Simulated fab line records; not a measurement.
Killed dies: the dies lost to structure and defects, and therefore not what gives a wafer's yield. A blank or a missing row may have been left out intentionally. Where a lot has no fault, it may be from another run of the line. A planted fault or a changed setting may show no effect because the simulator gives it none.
Which tool did it? ; flow nand-harc ; 13 lots, 39 wafers sampled, at 5 steps of a route of 1159

== WHAT THE GAUGES READ, wafer by wafer ==
NHARC_HYBRID_BOND_INSPECT_06: inspects for defects (ir void).
lot;measured;on;raw-defect-count
L516;day 19 02:14;defect-inspect-02;5 11 7
L515;day 19 02:15;defect-inspect-01;28 36 19
L517;day 18 13:32;defect-inspect-01;18 13 14
L518;day 19 13:23;defect-inspect-01;33 37 48
L519;day 19 17:40;defect-inspect-02;21 23 27
L520;day 19 17:39;defect-inspect-01;25 30 29
L521;day 20 08:08;defect-inspect-01;29 24 22
L522;day 20 17:14;defect-inspect-01;24 26 17
L523;day 20 17:14;defect-inspect-02;20 28 30
L524;day 20 21:38;defect-inspect-01;53 45 50
L528;day 22 12:49;defect-inspect-01;40 28
L535;day 24 04:46;defect-inspect-01;26 36 25
L537;day 24 04:47;defect-inspect-01;67 45 53

NHARC_THIN_TSV_THK_MEAS_02: measures by ir.
lot;measured;on;thk-nm (nm)
L516;day 19 03:53;film-metro-01;2834 3196 2938
L515;day 19 05:05;film-metro-02;2843 3243 3236
L517;day 18 16:22;film-metro-01;2881 2855 3021
L518;day 19 15:01;film-metro-02;2887 3237 3054
L519;day 19 20:32;film-metro-02;2856 2934 2944
L520;day 19 19:20;film-metro-02;2617 2916 3002
L521;day 20 09:45;film-metro-02;2952 2779 3150
L522;day 20 19:17;film-metro-01;3373 3105 3522
L523;day 20 20:53;film-metro-02;2781 2867 3171
L524;day 21 00:28;film-metro-01;2525 2749 2935
L528;day 22 15:41;film-metro-01;3125 2611
L535;day 24 07:37;film-metro-01;2871 2680 2777
L537;day 24 10:01;film-metro-02;3111 2972 3142

NHARC_THIN_TSV_CD_MEAS_16.
lot;measured;on;cd-nm (nm)
L516;day 19 05:54;cd-sem-01;998.8 998.7 999.5
L515;day 19 06:58;cd-sem-03;999.8 1000.2 999.2
L517;day 18 18:15;cd-sem-03;1000.8 1002.5 1000.6
L518;day 19 17:14;cd-sem-01;1000.7 999.9 999.1
L519;day 19 22:36;cd-sem-03;1000.6 999.5 999.9
L520;day 19 21:32;cd-sem-02;999.6 999.4 1000.7
L521;day 20 11:48;cd-sem-01;999.7 999.6 1000.5
L522;day 20 21:10;cd-sem-02;1000.7 1000.8 999.8
L523;day 20 22:46;cd-sem-01;1001.8 999.2 1000.8
L524;day 21 02:43;cd-sem-03;1000.4 1001.2 999.3
L528;day 22 17:35;cd-sem-03;1001.1 999.8
L535;day 24 09:31;cd-sem-01;1002.4 1001.1 1004.0
L537;day 24 12:02;cd-sem-02;999.6 1001.0 1000.7

NHARC_END_SORT_01.
lot;measured;on;defect-limited-yield (%);killed-at-array;killed-at-other;killed-at-periphery;killed-dies;killed-open;killed-short;sort_bin_2_pct (%);sort_bin_3_pct (%);sort_bin_4_pct (%);sort-n-pass;sort-rim-yield-pct (%);sort-yield-pct (%)
L518;day 20 08:04;prober-02;95.4 95.1 94.4;28 30 35;1 0 1;2 3 2;31 33 38;4 2 2;0 1 0;1.2 1.6 1.8;0.30 0.30 0.44;3.1 3.0 3.4;646 644 639;98.1 95.3 96.2;95.4 95.1 94.4
L524;day 21 21:32;prober-02;93.6 95.0 94.2;41 32 38;0 1 0;2 1 1;43 34 39;7 5 1;0 0 0;1.9 2.2 1.3;0.44 0.15 0.59;4.0 2.7 3.8;634 643 638;94.3 93.4 99.1;93.6 95.0 94.2
L528;day 23 07:49;prober-02;93.6 95.7 0;40 26 34;1 0 0;2 3 643;43 29 677;5 4 5;2 2 4;1.6 1.2 95.9;0 0.15 0.59;4.7 3.0 3.5;634 648 0;97.2 97.2 0;93.6 95.7 0
L535;day 24 23:58;prober-01;95.9 94.5 96.3;21 27 18;1 1 2;6 9 5;28 37 25;3 4 0;3 1 3;1.2 1.8 1.0;0.44 0 0.15;2.5 3.7 2.5;649 640 652;98.1 93.4 97.2;95.9 94.5 96.3

== TOOL THAT RAN EACH LOT (tool first, then ch and the chambers of the sampled wafers, then the start) ==
lot;NHARC_P_M0_PVD_21
L516;pvd-sputter-02, day 6 06:55
L515;pvd-sputter-03, day 6 10:19
L517;pvd-sputter-03, day 6 11:32
L518;pvd-sputter-02, day 7 01:24
L519;pvd-sputter-03, day 7 02:00
L520;pvd-sputter-01, day 7 03:04
L521;pvd-sputter-01, day 7 11:17
L522;pvd-sputter-03, day 7 19:51
L523;pvd-sputter-03, day 8 02:19
L524;pvd-sputter-02, day 8 11:39
L528;pvd-sputter-03, day 9 22:03
L535;pvd-sputter-02, day 11 08:07
L537;pvd-sputter-02, day 11 13:51
- NHARC_P_M0_PVD_21: deposits Cu, target thk 30 nm, time 20.49 s.

== WHAT THE TOOLS THEMSELVES READ (means of the sampled wafers that have a number; where no wafer has one, the mark that the record gives instead) ==
NHARC_P_M0_PVD_21.
lot;tool;cathode-dc-power-W (W);throttle-valve-pct (%)
L516;pvd-sputter-02;5000.7;30.3
L515;pvd-sputter-03;5000.2;30.9
L517;pvd-sputter-03;4999.7;29.8
L518;pvd-sputter-02;4999.2;29.4
L519;pvd-sputter-03;5000.6;30.7
L520;pvd-sputter-01;5000.1;29.0
L521;pvd-sputter-01;4999.2;29.9
L522;pvd-sputter-03;5000.2;30.6
L523;pvd-sputter-03;4999.7;29.9
L524;pvd-sputter-02;4999.8;29.6
L528;pvd-sputter-03;5000.2;29.8
L535;pvd-sputter-02;5000.2;29.9
L537;pvd-sputter-02;4999.0;29.8

== THE ANSWER, worked out from the rows above alone ==
Rule: what is usual is taken from the lots themselves. The widest of any qualifying gaps counts: lots, ordered by their means at a reading, are off when they make up no more than a third of the lots, leave a main group of 4 or more, and stand apart from it by 3 or more times the standard deviation of that group's means. A main group is skipped when, at the precision printed for the reading in the tables above, its means are all equal. Also off: a lot with no number at a reading for which 4 or more lots have one. The other lots that the step has rows for count as sound. The gauges are gone through in route order, then the tools' own readings, and for those a lot's mean is taken as printed above. The first step at which some lot is off is used, and at that step the reading that is off furthest; a lot without a number counts as furthest.
No lot is off at any reading shown: from this, nothing can be told.

== WHAT HAD BEEN PUT IN BY THE SIMULATOR ==
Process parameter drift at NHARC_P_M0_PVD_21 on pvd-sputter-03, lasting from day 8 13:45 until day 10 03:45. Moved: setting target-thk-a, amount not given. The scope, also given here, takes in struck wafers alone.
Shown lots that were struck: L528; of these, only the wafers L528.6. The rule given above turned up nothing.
